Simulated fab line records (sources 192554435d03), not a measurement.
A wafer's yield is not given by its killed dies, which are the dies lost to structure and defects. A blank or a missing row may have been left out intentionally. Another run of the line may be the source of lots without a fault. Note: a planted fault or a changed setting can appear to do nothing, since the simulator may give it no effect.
The tool behind it: which one? | flow n5 finfet | route of 1938 steps, sampled at 1 step: 11 lots, 33 wafers

## WHAT EACH GAUGE READ, for each wafer
N5_BEOL_M8_INSPECT_58: inspects for defects (darkfield).
lot  | measured     | on                | raw defect count
L134 | day 9 07:32  | defect inspect-02 | 46 42 37
L136 | day 9 15:49  | defect inspect-02 | 43 40 63
L135 | day 9 16:01  | defect inspect-01 | 50 39 75
L142 | day 11 15:10 | defect inspect-02 | 86 75 69
L144 | day 11 16:47 | defect inspect-02 | 59 59 71
L145 | day 12 14:42 | defect inspect-02 | 73 75 55
L147 | day 12 20:22 | defect inspect-02 | 62 70 60
L149 | day 13 01:28 | defect inspect-01 | 76 117 97
L146 | day 13 01:36 | defect inspect-01 | 80 91 54
L150 | day 14 02:38 | defect inspect-02 | 46 62 49
L157 | day 15 10:59 | defect inspect-01 | 68 91 58

## WHAT TOOL EACH LOT RAN ON (gives the tool, then ch and the chambers of the sampled wafers, and finally the start)
Record: no process step prior to these readings.

## WHAT THE TOOLS THEMSELVES READ (means of the sampled wafers that have a number; where no wafer has one, the mark that the record gives instead)
The record holds no such reading with a usual standard deviation.

## THE ANSWER, worked out from the rows above alone
Rule: usual is defined by the lots themselves. Put in order of their means at a reading, lots are off if they are a third of the lots or fewer, leave a main group of 4 or more, and stand apart from it by a gap of 3 or more times the standard deviation of the main group's means; of several such gaps the widest counts. The tables above print the reading to a certain number of digits; a main group whose means all agree to those digits is not used. A lot without any number at a reading at which 4 lots or more have one is off too. All remaining lots with rows at the step are treated as sound. After the gauges, taken in route order, come the tools' own readings; for these a lot's mean is taken, as printed above. At the first step where some lot is off, the reading lying furthest off is the one used; lots without a number count as furthest.
Across all readings shown, no lot is off: no conclusion can be drawn from this.

## WHAT THE SIMULATOR HAD INSERTED
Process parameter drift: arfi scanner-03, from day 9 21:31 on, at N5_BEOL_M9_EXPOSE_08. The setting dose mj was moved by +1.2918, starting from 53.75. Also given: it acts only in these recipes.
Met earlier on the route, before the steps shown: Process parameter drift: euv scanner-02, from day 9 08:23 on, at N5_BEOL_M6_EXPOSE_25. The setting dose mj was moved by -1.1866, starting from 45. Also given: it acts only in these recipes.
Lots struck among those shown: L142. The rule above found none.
